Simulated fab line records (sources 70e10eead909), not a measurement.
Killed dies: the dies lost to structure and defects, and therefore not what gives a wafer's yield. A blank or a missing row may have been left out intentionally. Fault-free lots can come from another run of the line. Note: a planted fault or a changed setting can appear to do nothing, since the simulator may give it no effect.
A sampling plan put to the test + flow nand_harc + 44 faults told of in these records, all on one fab line, each judged by the records of the lots it struck
The plan consists of the line's own looks: route steps at which the wafer is read by a gauge or an inspection but not changed. A look is open to judgement when struck wafers have a number at it and the file gives its usual mean and standard deviation on fault-free wafers. Caught: a look later than the fault's first step finds the struck wafers' mean 4 or more of those standard deviations (sigma) from the usual mean. On the tool: here the same test is run on the tool's own readings at the fault's steps. It also counts as caught if the struck wafers ran another recipe or if their record alone is blank.

## THE FAULTS, as the simulator had put them in
1. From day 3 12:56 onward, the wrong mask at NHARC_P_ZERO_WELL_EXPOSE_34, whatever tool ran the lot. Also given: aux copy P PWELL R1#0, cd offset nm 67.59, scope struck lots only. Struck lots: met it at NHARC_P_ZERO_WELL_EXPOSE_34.
2. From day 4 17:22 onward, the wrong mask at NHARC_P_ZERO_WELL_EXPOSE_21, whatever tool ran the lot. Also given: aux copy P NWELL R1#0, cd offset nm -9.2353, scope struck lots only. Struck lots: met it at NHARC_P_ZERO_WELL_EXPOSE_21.
3. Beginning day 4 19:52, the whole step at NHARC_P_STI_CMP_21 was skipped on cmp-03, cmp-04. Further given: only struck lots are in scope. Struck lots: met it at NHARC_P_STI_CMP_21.
4. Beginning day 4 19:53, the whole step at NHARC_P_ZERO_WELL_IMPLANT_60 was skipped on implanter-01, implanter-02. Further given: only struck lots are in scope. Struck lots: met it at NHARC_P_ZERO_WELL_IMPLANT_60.
5. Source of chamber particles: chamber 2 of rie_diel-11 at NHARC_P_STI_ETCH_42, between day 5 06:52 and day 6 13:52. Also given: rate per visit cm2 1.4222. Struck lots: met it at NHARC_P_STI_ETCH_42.
6. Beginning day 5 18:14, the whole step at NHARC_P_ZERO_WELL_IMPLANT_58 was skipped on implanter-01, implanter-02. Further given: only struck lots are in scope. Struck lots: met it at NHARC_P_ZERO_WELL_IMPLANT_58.
7. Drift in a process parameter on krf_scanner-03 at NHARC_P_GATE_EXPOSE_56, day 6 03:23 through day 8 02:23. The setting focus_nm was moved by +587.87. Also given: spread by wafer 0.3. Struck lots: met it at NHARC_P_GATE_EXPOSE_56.
8. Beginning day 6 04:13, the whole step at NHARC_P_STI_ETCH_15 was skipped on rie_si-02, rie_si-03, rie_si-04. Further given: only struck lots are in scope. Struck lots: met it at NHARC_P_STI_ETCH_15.
9. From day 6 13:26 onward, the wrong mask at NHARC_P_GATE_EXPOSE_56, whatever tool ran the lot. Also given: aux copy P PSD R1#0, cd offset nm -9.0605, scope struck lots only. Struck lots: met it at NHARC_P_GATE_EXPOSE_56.
10. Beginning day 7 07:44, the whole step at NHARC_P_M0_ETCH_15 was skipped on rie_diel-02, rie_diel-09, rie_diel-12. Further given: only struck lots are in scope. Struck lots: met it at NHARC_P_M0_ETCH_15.
11. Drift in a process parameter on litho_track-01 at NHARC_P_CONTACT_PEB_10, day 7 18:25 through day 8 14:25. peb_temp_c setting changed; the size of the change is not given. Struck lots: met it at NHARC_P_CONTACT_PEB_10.
12. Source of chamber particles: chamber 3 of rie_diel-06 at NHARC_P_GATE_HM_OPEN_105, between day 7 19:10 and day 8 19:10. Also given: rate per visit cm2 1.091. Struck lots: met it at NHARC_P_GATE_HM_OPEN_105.
13. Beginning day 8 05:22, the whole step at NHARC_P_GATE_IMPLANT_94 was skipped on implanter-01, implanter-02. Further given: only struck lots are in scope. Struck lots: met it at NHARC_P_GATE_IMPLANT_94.
14. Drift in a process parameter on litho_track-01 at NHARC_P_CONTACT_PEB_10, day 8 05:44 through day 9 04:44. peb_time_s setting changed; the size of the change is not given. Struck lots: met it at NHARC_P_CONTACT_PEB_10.
15. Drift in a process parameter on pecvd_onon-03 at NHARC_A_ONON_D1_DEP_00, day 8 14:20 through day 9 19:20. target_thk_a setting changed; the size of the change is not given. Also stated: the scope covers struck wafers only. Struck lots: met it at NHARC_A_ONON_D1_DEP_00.
16. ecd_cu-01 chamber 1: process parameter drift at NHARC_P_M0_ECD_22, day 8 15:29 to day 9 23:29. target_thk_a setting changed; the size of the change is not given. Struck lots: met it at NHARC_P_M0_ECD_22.
17. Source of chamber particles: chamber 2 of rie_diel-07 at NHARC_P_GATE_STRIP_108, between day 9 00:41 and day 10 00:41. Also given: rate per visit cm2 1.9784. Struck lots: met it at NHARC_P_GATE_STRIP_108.
18. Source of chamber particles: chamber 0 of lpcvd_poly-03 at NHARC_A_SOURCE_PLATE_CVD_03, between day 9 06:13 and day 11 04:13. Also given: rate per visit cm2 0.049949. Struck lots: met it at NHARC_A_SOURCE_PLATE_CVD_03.
19. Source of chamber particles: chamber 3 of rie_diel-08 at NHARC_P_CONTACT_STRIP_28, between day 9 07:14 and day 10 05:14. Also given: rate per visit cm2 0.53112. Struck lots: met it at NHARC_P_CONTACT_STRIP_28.
20. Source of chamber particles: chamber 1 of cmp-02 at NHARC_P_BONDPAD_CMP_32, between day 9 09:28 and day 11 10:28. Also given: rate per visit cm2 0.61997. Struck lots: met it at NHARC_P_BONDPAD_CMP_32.
21. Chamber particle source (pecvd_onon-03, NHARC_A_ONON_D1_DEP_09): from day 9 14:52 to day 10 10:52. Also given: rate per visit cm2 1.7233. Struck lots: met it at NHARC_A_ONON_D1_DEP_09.
22. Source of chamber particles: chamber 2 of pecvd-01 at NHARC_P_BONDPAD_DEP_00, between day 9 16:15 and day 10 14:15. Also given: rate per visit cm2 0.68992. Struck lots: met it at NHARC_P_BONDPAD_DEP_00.
23. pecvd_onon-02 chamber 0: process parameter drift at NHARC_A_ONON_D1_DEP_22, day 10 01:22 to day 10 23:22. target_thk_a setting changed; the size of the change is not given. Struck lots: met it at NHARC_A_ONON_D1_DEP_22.
24. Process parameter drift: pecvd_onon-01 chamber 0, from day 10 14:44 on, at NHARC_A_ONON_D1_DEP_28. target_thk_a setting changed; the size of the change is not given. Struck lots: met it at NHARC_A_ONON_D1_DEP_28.
25. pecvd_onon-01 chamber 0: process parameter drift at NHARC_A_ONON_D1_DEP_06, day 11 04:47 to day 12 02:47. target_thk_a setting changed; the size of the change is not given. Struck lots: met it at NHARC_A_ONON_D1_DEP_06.
26. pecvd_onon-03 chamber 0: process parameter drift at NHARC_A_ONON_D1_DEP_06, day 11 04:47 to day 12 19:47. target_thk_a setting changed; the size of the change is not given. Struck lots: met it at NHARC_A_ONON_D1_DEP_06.
27. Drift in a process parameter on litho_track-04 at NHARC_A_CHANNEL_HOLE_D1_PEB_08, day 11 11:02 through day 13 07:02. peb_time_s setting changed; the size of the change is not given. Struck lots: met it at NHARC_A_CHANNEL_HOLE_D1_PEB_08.
28. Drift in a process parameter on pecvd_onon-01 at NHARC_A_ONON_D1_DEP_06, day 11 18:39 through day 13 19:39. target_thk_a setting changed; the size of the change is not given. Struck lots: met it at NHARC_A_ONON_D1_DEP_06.
29. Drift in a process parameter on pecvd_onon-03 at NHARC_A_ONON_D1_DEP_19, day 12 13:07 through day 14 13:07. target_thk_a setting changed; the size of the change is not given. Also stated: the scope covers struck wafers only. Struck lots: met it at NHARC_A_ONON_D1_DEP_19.
30. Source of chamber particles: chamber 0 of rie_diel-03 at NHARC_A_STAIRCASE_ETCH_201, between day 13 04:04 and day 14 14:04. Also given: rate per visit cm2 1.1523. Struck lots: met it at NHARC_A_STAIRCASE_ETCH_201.
31. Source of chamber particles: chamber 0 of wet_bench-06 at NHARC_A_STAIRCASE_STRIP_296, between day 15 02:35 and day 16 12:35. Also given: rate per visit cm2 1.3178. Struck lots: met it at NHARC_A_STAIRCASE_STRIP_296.
32. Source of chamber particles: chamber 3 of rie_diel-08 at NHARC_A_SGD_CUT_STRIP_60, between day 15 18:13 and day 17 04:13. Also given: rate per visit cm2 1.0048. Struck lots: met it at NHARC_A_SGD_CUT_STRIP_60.
33. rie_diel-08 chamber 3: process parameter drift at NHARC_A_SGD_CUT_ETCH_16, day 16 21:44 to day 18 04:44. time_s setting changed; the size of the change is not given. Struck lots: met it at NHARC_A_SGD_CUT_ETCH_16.
34. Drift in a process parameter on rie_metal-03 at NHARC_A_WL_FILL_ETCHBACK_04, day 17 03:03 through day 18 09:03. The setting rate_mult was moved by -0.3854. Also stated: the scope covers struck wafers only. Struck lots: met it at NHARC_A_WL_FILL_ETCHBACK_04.
35. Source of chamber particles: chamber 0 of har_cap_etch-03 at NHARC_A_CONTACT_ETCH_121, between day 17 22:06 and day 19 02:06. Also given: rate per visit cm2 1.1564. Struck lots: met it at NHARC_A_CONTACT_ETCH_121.
36. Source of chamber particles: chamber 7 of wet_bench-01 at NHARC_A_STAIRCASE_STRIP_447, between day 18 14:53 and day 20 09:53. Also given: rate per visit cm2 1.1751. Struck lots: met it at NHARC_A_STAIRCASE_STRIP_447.
37. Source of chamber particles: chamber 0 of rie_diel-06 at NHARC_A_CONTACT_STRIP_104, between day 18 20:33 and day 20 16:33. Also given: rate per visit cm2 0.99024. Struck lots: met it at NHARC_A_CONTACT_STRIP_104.
38. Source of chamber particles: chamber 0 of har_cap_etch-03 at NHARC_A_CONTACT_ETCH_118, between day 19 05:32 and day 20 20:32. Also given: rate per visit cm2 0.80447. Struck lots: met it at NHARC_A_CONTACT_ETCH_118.
39. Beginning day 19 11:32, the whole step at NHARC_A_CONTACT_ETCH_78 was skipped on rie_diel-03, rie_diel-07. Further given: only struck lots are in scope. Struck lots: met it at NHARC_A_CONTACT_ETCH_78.
40. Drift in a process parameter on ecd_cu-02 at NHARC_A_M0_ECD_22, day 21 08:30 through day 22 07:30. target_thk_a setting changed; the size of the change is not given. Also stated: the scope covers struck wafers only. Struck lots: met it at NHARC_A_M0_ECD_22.
41. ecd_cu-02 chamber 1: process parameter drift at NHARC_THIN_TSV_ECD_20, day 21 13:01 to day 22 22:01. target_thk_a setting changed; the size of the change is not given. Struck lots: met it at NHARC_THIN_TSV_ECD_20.
42. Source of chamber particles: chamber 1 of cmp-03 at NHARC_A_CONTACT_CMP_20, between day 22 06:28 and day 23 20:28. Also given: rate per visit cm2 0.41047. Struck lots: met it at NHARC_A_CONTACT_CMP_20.
43. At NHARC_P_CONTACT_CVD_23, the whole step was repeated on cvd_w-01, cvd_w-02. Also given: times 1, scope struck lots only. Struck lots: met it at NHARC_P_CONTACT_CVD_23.
44. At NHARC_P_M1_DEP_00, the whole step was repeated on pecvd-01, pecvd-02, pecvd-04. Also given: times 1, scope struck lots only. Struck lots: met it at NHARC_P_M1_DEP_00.

## WHAT THE PLAN SAW
| fault | on the tool itself                               | first look that catches it                      | reading, sigma                                    | median hours from its first step to that look | hours from the fault's start to the first struck lot there | judged looks passed uncaught |
|-------|--------------------------------------------------|-------------------------------------------------|---------------------------------------------------|-----------------------------------------------|------------------------------------------------------------|------------------------------|
| 1     | under 2 sigma                                    | NHARC_P_ZERO_WELL_CD_MEAS_37                    | cd_nm +37                                         | 0.2                                           | 3                                                          | 0                            |
| 2     | no reading that can be judged                    | NHARC_P_ZERO_WELL_CD_MEAS_24                    | cd_nm -5.7                                        | 0.2                                           | 3                                                          | 0                            |
| 3     | the tool's record is blank for the struck wafers | NHARC_END_SORT_01                               | killed_at_periphery +99 or beyond                 | 384.9                                         | 394                                                        | 0                            |
| 4     | the tool's record is blank for the struck wafers | NHARC_END_SORT_01                               | killed_at_periphery +99 or beyond                 | 428.6                                         | 425                                                        | 0                            |
| 5     | only faintly: throttle_valve_pct -2.0 sigma      | NHARC_END_SORT_01                               | killed_at_periphery +42                           | 409.8                                         | 423                                                        | 3                            |
| 6     | the tool's record is blank for the struck wafers | NHARC_END_SORT_01                               | killed_at_periphery +99 or beyond                 | 431.8                                         | 438                                                        | 0                            |
| 7     | no reading that can be judged                    | NHARC_P_GATE_CD_MEAS_59                         | cd_nm +34                                         | 0.2                                           | 1                                                          | 0                            |
| 8     | the tool's record is blank for the struck wafers | NHARC_P_STI_OCD_MEAS_17                         | trench_depth_nm -73                               | 0.2                                           | 8                                                          | 0                            |
| 9     | under 2 sigma                                    | NHARC_P_GATE_CD_MEAS_59                         | cd_nm -5.0                                        | 0.2                                           | 1                                                          | 0                            |
| 10    | the tool's record is blank for the struck wafers | NHARC_END_SORT_01                               | killed_at_periphery +99 or beyond                 | 326.5                                         | 334                                                        | 0                            |
| 11    | plate_temp_C +10 sigma                           | NHARC_P_CONTACT_CD_MEAS_12                      | cd_nm +7.5                                        | 0.1                                           | 7                                                          | 0                            |
| 12    | under 2 sigma                                    | NHARC_P_GATE_INSPECT_68                         | raw_defect_count +10                              | 19.3                                          | 24                                                         | 1                            |
| 13    | the tool's record is blank for the struck wafers | NHARC_END_SORT_01                               | killed_at_periphery +99 or beyond                 | 340.3                                         | 343                                                        | 0                            |
| 14    | heater_power_total_W +40 sigma                   | NHARC_P_CONTACT_CD_MEAS_12                      | cd_nm -11                                         | 0.1                                           | 4                                                          | 0                            |
| 15    | no reading that can be judged                    | NHARC_A_ONON_D1_THK_MEAS_02                     | thk_nm +70                                        | 0.5                                           | 2                                                          | 0                            |
| 16    | under 2 sigma                                    | not the one look that can be judged after it    | -                                                 | -                                             | -                                                          | 1                            |
| 17    | under 2 sigma                                    | NHARC_P_GATE_INSPECT_68                         | raw_defect_count +16                              | 18.2                                          | 30                                                         | 0                            |
| 18    | no reading that can be judged                    | none of the 2 looks that can be judged after it | strongest: killed_dies at NHARC_END_SORT_01, +3.5 | -                                             | -                                                          | 2                            |
| 19    | under 2 sigma                                    | NHARC_END_SORT_01                               | killed_at_periphery +18                           | 334.6                                         | 336                                                        | 1                            |
| 20    | under 2 sigma                                    | NHARC_END_SORT_01                               | killed_at_periphery +99 or beyond                 | 317.3                                         | 323                                                        | 0                            |
| 21    | under 2 sigma                                    | NHARC_END_SORT_01                               | killed_dies +5.8                                  | 275.8                                         | 287                                                        | 0                            |
| 22    | under 2 sigma                                    | NHARC_END_SORT_01                               | killed_at_periphery +22                           | 321.7                                         | 322                                                        | 0                            |
| 23    | no reading that can be judged                    | NHARC_A_ONON_D1_THK_MEAS_24                     | thk_nm -32                                        | 0.5                                           | 11                                                         | 0                            |
| 24    | no reading that can be judged                    | NHARC_A_ONON_D1_THK_MEAS_30                     | thk_nm -32                                        | 0.5                                           | 3                                                          | 0                            |
| 25    | under 2 sigma                                    | NHARC_A_ONON_D1_THK_MEAS_08                     | thk_nm +56                                        | 0.5                                           | 10                                                         | 0                            |
| 26    | under 2 sigma                                    | NHARC_A_ONON_D1_THK_MEAS_08                     | thk_nm -33                                        | 0.5                                           | 10                                                         | 0                            |
| 27    | no reading that can be judged                    | none of the 3 looks that can be judged after it | -                                                 | -                                             | -                                                          | 3                            |
| 28    | no reading that can be judged                    | NHARC_A_ONON_D1_THK_MEAS_08                     | thk_nm +53                                        | 0.4                                           | 5                                                          | 0                            |
| 29    | under 2 sigma                                    | NHARC_A_ONON_D1_THK_MEAS_21                     | thk_nm +77                                        | 0.3                                           | 24                                                         | 0                            |
| 30    | under 2 sigma                                    | NHARC_END_SORT_01                               | killed_at_array +4.6                              | 200.1                                         | 204                                                        | 0                            |
| 31    | under 2 sigma                                    | NHARC_END_SORT_01                               | killed_at_array +7.1                              | 192.9                                         | 198                                                        | 1                            |
| 32    | no reading that can be judged                    | NHARC_END_SORT_01                               | killed_dies +4.6                                  | 149.0                                         | 177                                                        | 0                            |
| 33    | run_length_s +57 sigma                           | NHARC_END_SORT_01                               | killed_dies +73                                   | 149.2                                         | 149                                                        | 0                            |
| 34    | oes_product_au -27 sigma                         | NHARC_END_SORT_01                               | killed_dies +73                                   | 106.0                                         | 108                                                        | 0                            |
| 35    | no reading that can be judged                    | NHARC_END_SORT_01                               | killed_dies +9.5                                  | 71.6                                          | 80                                                         | 1                            |
| 36    | under 2 sigma                                    | NHARC_END_SORT_01                               | killed_at_array +8.7                              | 126.3                                         | 139                                                        | 2                            |
| 37    | no reading that can be judged                    | NHARC_END_SORT_01                               | killed_dies +7.8                                  | 75.3                                          | 97                                                         | 1                            |
| 38    | under 2 sigma                                    | NHARC_END_SORT_01                               | killed_at_array +8.7                              | 85.1                                          | 88                                                         | 1                            |
| 39    | the tool's record is blank for the struck wafers | NHARC_END_SORT_01                               | killed_dies +73                                   | 77.1                                          | 73                                                         | 0                            |
| 40    | no reading that can be judged                    | no look after it can be judged                  | -                                                 | -                                             | -                                                          | 0                            |
| 41    | no reading that can be judged                    | NHARC_END_SORT_01                               | killed_at_other +99 or beyond                     | 14.2                                          | 25                                                         | 0                            |
| 42    | under 2 sigma                                    | NHARC_A_BLC_INSPECT_12                          | raw_defect_count +21                              | 1.1                                           | 7                                                          | 0                            |
| 43    | under 2 sigma                                    | none of the 2 looks that can be judged after it | -                                                 | -                                             | -                                                          | 2                            |
| 44    | no reading that can be judged                    | NHARC_END_SORT_01                               | killed_at_periphery +99 or beyond                 | 313.9                                         | -                                                          | 0                            |
A dash: the fault isn't caught, or these records don't give the number.

Caught at a look: 39 of 44. Caught on the tool: 11 of 44. By one or the other: 39 of 44.
Caught at a look alone: faults 1, 2, 5, 7, 9, 12, 15, 17, 19, 20, 21, 22, 23, 24, 25, 26, 28, 29, 30, 31, 32, 35, 36, 37, 38, 41, 42, 44.
Caught by neither: faults 16, 18, 27, 40, 43.

## THINNER SAMPLING
In the worst case, this is how late the first struck lot would be measured if the look that catches a fault measured only every second or every third lot, by lot number:
| fault | struck lots at that look, in order of time | every lot | every second lot | every third lot |
|-------|--------------------------------------------|-----------|------------------|-----------------|
| 1     | L749                                       | 3 h       | may miss it      | may miss it     |
| 2     | L605                                       | 3 h       | may miss it      | may miss it     |
| 3     | L689, L690, L691                           | 394 h     | 394 h            | 402 h           |
| 4     | L104, L103, L105                           | 425 h     | 432 h            | 444 h           |
| 5     | L991                                       | 423 h     | may miss it      | may miss it     |
| 6     | L247, L248, L249                           | 438 h     | 438 h            | 445 h           |
| 7     | L115, L120                                 | 1 h       | 39 h             | may miss all 2  |
| 8     | L413, L412, L414                           | 8 h       | 8 h              | 16 h            |
| 9     | L976                                       | 1 h       | may miss it      | may miss it     |
| 10    | L735, L736, L737                           | 334 h     | 334 h            | 342 h           |
| 11    | L506, L507                                 | 7 h       | 16 h             | may miss all 2  |
| 12    | L759                                       | 24 h      | may miss it      | may miss it     |
| 13    | L761, L757                                 | 343 h     | may miss all 2   | may miss all 2  |
| 14    | L550, L554                                 | 4 h       | may miss all 2   | may miss all 2  |
| 15    | L128, L130                                 | 2 h       | may miss all 2   | may miss all 2  |
| 17    | L545                                       | 30 h      | may miss it      | may miss it     |
| 19    | L670, L672                                 | 336 h     | may miss all 2   | may miss all 2  |
| 20    | L661, L668, L666                           | 323 h     | 342 h            | 352 h           |
| 21    | L403, L405                                 | 287 h     | may miss all 2   | may miss all 2  |
| 22    | L173                                       | 322 h     | may miss it      | may miss it     |
| 23    | L422, L424                                 | 11 h      | may miss all 2   | may miss all 2  |
| 24    | L170, L171                                 | 3 h       | 16 h             | may miss all 2  |
| 25    | L219, L221                                 | 10 h      | may miss all 2   | may miss all 2  |
| 26    | L676, L679                                 | 10 h      | 28 h             | may miss all 2  |
| 28    | L791, L794, L796                           | 5 h       | 15 h             | may miss all 3  |
| 29    | L456, L458                                 | 24 h      | may miss all 2   | may miss all 2  |
| 30    | L741, L743                                 | 204 h     | may miss all 2   | may miss all 2  |
| 31    | L585, L586                                 | 198 h     | 208 h            | may miss all 2  |
| 32    | L617                                       | 177 h     | may miss it      | may miss it     |
| 33    | L823                                       | 149 h     | may miss it      | may miss it     |
| 34    | L735, L733, L734                           | 108 h     | 130 h            | 130 h           |
| 35    | L678, L681                                 | 80 h      | 88 h             | may miss all 2  |
| 36    | L657, L659                                 | 139 h     | may miss all 2   | may miss all 2  |
| 37    | L935                                       | 97 h      | may miss it      | may miss it     |
| 38    | L953, L952                                 | 88 h      | 93 h             | may miss all 2  |
| 39    | L408, L407, L406                           | 73 h      | 80 h             | 85 h            |
| 41    | L710, L712                                 | 25 h      | may miss all 2   | may miss all 2  |
| 42    | L137, L138                                 | 7 h       | 10 h             | may miss all 2  |
Hours count from the start of the fault until the first struck lot that is measured. The limit of 4 sigma was tested on all struck wafers together, so one lot alone may lie under it. Other struck lots may not be in these records.

## THE LONGEST TIMED WAY FROM STEP TO LOOK
Fault 6: median gap of 431.8 hours between NHARC_P_ZERO_WELL_IMPLANT_58 and NHARC_END_SORT_01. No look between them can be judged.
